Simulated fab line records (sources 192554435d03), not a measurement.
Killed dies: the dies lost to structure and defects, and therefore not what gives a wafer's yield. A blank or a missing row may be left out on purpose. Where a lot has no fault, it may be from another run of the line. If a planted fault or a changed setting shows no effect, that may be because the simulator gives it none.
3 desks looking at one fault	flow n5-finfet	only its own numbers are on each desk; what lay behind them is given at the end

== THE DEFECT DESK ==
Counts from the inspections along the route, per lot, as means over the sampled wafers that have a number. The brackets show how far a lot's mean lies from the usual mean; more than 4 standard deviations puts the lot out of limits, marked OUT.
Columns: A = raw-defect-count at N5_BEOL_M15_INSPECT_55, usual 75
lot	first seen here	A
L224	day 12 18:32	68
L225	day 13 21:00	71
L227	day 14 03:11	64
L231	day 14 11:53	57
L230	day 14 14:57	109
L234	day 16 04:05	78
L235	day 16 07:46	88
L244	day 18 09:57	109
L243	day 18 10:06	51
This desk's verdict: no lot among the 9 shows anything out of limits.

== FOR THE TOOL OWNER'S DESK: rie-diel-02 ==
The tool's own readings at N5_BEOL_M15_TRENCH_ETCH_34 (etches SiO2 in C4F8/O2/Ar, target depth 872.93 nm, time 199 s): means of the sampled wafers that have a number, for each lot that ran on this tool. The brackets show how far a lot's mean lies from the usual mean; more than 4 standard deviations puts the lot out of limits, marked OUT.
Columns: A = bias-w at N5_BEOL_M15_TRENCH_ETCH_34, usual 2041 W; B = chamber-pressure-mTorr at N5_BEOL_M15_TRENCH_ETCH_34, usual 20.001 mTorr; C = drypump-motor-current-A at N5_BEOL_M15_TRENCH_ETCH_34, usual 5.9 A; D = oes-product-au at N5_BEOL_M15_TRENCH_ETCH_34, usual 0.82 a.u.; E = rf-vpp-V at N5_BEOL_M15_TRENCH_ETCH_34, usual 2239 V; F = showerhead-plenum-p-Torr at N5_BEOL_M15_TRENCH_ETCH_34, usual 3.51 Torr; G = throttle-valve-pct at N5_BEOL_M15_TRENCH_ETCH_34, usual 30.93 %
lot	first seen here	A	B	C	D	E	F	G
L230	day 14 12:00	2044	20.004	5.9	0.86	2220	3.55	30.90
L234	day 16 01:44	2037	19.979	6.3	0.89	2225	3.59	30.85
L243	day 18 03:16	2047	20.017	5.9	0.79	2250	3.50	31.03
This desk's verdict: no lot among the 3 shows anything out of limits.

== FROM THE METROLOGY DESK ==
Lot by lot, what the gauges showed, no matter which tool ran the lot: averages of those sampled wafers that carry a number. The brackets show how far a lot's mean lies from the usual mean; more than 4 standard deviations puts the lot out of limits, marked OUT.
Columns: A = M15_THK at N5_BEOL_M15_THK_MEAS_50, usual 850 nm; B = M15_RS at N5_BEOL_M15_RS_MEAS_54, usual 0.0217 ohm/sq
lot	first seen here	A	B
L224	day 12 18:23	851	0.0217
L225	day 13 20:50	868	0.0210
L227	day 14 03:01	863	0.0214
L231	day 14 11:44	862	0.0214
L230	day 14 14:47	843	0.0220
L234	day 16 03:56	860	0.0214
L235	day 16 07:37	859	0.0212
L244	day 18 09:47	846	0.0217
L243	day 18 09:57	869	0.0214
This desk's verdict: no lot among the 9 shows anything out of limits.

== PUT TOGETHER ==
Nothing the defect desk looked at was out of limits.
Nothing out of limits was seen by the tool owner's desk.
At the metrology desk, nothing out of limits was observed.

== WHAT THE SIMULATOR HAD PUT IN ==
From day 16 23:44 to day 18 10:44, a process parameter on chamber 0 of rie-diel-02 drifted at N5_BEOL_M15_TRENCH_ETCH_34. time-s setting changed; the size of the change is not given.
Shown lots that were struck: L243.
